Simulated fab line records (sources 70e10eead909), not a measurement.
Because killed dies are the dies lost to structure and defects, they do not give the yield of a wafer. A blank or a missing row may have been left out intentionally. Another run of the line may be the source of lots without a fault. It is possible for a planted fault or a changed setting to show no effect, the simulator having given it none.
Struck lot and sound lot, side by side ; flow nandHarc ; 15 out of 1159 route steps
Sound: wafers L672.1, L672.2, L672.6. Wafers L688.1, L688.3, L688.6 were the ones struck. The cause is named last.
Order at every step that has rows: each side's tool, ch and its chambers, its first start. Under that, the readings that differ: sound wafers ; struck wafers ; difference of the means ; sigmas: that difference in standard deviations of wafers without a fault.
alike: same words and numbers on both sides, and readings whose means sit less than 2 such deviations apart. not compared: any withheld reading, any reading some wafer has no value for, any bound like >300 that may hide the same value, and any number with overlapping values for which the record gives no deviation.
A row with sigmas, a row that says differs or no value, or rows on one side alone: a step with any of these is where the two part. Numbers that don't overlap but have no deviation are shown without sigmas and don't part them. A reading missing from all wafers of one side parts the sides only when that side holds two or more wafers.

NHARC_P_CONTACT_OVL_MEAS_13:
  struck on overlay-02, day 10 01:20; sound on overlay-01, day 6 02:05
  alike: overlayXNm, overlayYNm
NHARC_P_CONTACT_INSPECT_14:
  struck on defectInspect-02, day 10 01:23; sound on defectInspect-01, day 6 02:08
  alike: rawDefectCount
then, 3 steps without rows for these wafers: NHARC_P_CONTACT_DESCUM_17 (chemistry O2, time 3 s); NHARC_P_CONTACT_ETCH_35 (etches the open film in CF4, target depth 39 nm, time 65 s); NHARC_P_CONTACT_ETCH_36 (etches the open film in N2/H2, target depth 260 nm, time 406.25 s).
NHARC_P_CONTACT_ETCH_18: etches the open film in C4F8/O2/Ar, target depth 481 nm, time 240.5 s.
  sound on rieDiel-11 ch 0,1,2; struck on rieDiel-09 ch 1,2,3
reading;sound;struck;difference;sigmas
oesProductAu (a.u.);0.912 0.920 0.900;0.964 0.955 0.983;+0.057;+3
  alike: rfFwdPowerW, rfVppV
  not compared: rfHoursCounterH
then, 1 step without rows for these wafers: NHARC_P_CONTACT_STRIP_37 (strips in C4F8/O2/Ar).
NHARC_P_CONTACT_ETCH_31: etches the open film in CH3F/O2, target depth 30 nm, time 85.7 s.
  sound on rieDiel-11 ch 0,1,2; struck on rieDiel-09 ch 0,2,3
reading;sound;struck;difference;sigmas
oesProductAu (a.u.);0.951 0.941 0.930;0.983 0.982 0.996;+0.046;+3
  alike: drypumpMotorCurrentA, rfFwdPowerW, rfVppV, showerheadPlenumPTorr, throttleValvePct
  not compared: rfHoursCounterH
NHARC_P_CONTACT_CD_MEAS_19:
  struck on cdSem-03, day 10 02:19; sound on cdSem-01, day 6 03:04
  alike: cdNm
NHARC_P_CONTACT_STRIP_28: strips in O2.
  sound on rieDiel-11 ch 1,3, day 6 03:09; struck on rieDiel-09 ch 2,3, day 10 02:23
  alike: drypumpMotorCurrentA, oesProductAu, rfVppV, showerheadPlenumPTorr, throttleValvePct
  not compared: rfHoursCounterH
then, 1 step without rows for these wafers: NHARC_P_CONTACT_STRIP_29 (strips in post etch residue remover, time 1200 s).
NHARC_P_CONTACT_DEGAS_38: time 60 s.
  struck on pvdSputter-03, day 10 03:03; sound on pvdSputter-03, day 6 03:46
  alike: heaterPowerW
NHARC_P_CONTACT_PRE_CLEAN_39: time 19.5 s.
  struck on pvdSputter-03, day 10 03:07; sound on pvdSputter-03, day 6 03:51
reading;sound;struck;difference;sigmas
timeS (s);19.5 19.5 19.5;14.752 14.752 14.752;-4.748;
NHARC_P_CONTACT_PVD_32: deposits Ti, target thk 5 nm, time 17.7 s.
  sound on pvdSputter-03; struck on pvdSputter-03
  alike: throttleValvePct
-- break in the record here, with 13 days between the starts of the struck wafers on either side (left off in module P_CONTACT, picked up again in module END, where the first step shown is number 1159 on the route) --
NHARC_END_SORT_01:
  sound on prober-02 ch 0, day 19 23:31; struck on prober-02 ch 0, day 23 03:46
reading;sound;struck;difference;sigmas
killedAtArray;14 8 12;52 36 40;+31;+3
killedDies;17 13 18;63 42 43;+33;+3
  alike: killedAtOther, killedAtPeriphery, killedOpen, killedShort

WHERE THEY PART
Earliest at NHARC_P_CONTACT_ETCH_18; latest, in this record, at NHARC_END_SORT_01.

WHY: whatever the simulator had introduced
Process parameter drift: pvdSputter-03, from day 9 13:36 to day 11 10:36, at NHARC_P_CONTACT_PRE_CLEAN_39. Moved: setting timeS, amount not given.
